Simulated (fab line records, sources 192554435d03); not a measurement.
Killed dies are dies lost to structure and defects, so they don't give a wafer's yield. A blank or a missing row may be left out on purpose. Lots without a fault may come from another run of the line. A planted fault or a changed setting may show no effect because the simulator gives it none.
Chamber matching | flow n5_finfet | N5_HKMG_FIN_HK_ALD_01 on ald_hk-01: 4 sister chambers
The step deposits HfO2, target thk 1.6 nm, pulse time 3 s, purge time 3 s. 8 wafers are shown with their chamber, then 10 later ones without.

WAFERS WITH THEIR CHAMBER
wafer  | chamber | precursor_pulse_height_rel
L091.1 | 1       | 0.993
L091.4 | 2       | 0.978
L091.5 | 3       | 0.992
L092.1 | 3       | 0.989
L092.2 | 0       | 0.994
L092.3 | 2       | 1.000
L092.4 | 1       | 0.986
L092.5 | 0       | 1.006

WAFERS WITHOUT THEIR CHAMBER
wafer  | precursor_pulse_height_rel
L092.6 | 1.035
L094.4 | 1.014
L094.5 | 1.016
L094.6 | 1.017
L097.1 | 0.969
L097.2 | 1.023
L097.3 | 0.986
L097.4 | 1.007
L097.5 | 0.975
L097.6 | 0.984

WHICH CHAMBER EACH WENT THROUGH
wafer  | from the rows above               | in truth
L092.6 | can't be placed: 0 or 3 or 1 or 2 | 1
L094.4 | can't be placed: 0 or 3 or 1 or 2 | 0
L094.5 | can't be placed: 0 or 3 or 1 or 2 | 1
L094.6 | can't be placed: 0 or 3 or 1 or 2 | 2
L097.1 | can't be placed: 2 or 1 or 3 or 0 | 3
L097.2 | can't be placed: 0 or 3 or 1 or 2 | 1
L097.3 | can't be placed: 2 or 1 or 3 or 0 | 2
L097.4 | can't be placed: 0 or 3 or 1 or 2 | 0
L097.5 | can't be placed: 2 or 1 or 3 or 0 | 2
L097.6 | can't be placed: 2 or 1 or 3 or 0 | 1
Placed correctly: 0 of 10. Can't be placed from these rows: 10 (the true chamber is among the candidates in 10). Placed wrongly: 0.
How it was worked out, from the rows above alone: a wafer's distance from a chamber is the root of the sum, over the readings, of the square of ((its reading less the chamber's mean) divided by the reading's scatter). The wafer belongs to the nearest chamber; if the next one is less than 2 further off, it can't be placed. A chamber's mean is the mean of its shown wafers. The scatter: the root of (the sum of the squares of (reading less its chamber's mean) over the shown wafers, divided by (wafers less chambers)).
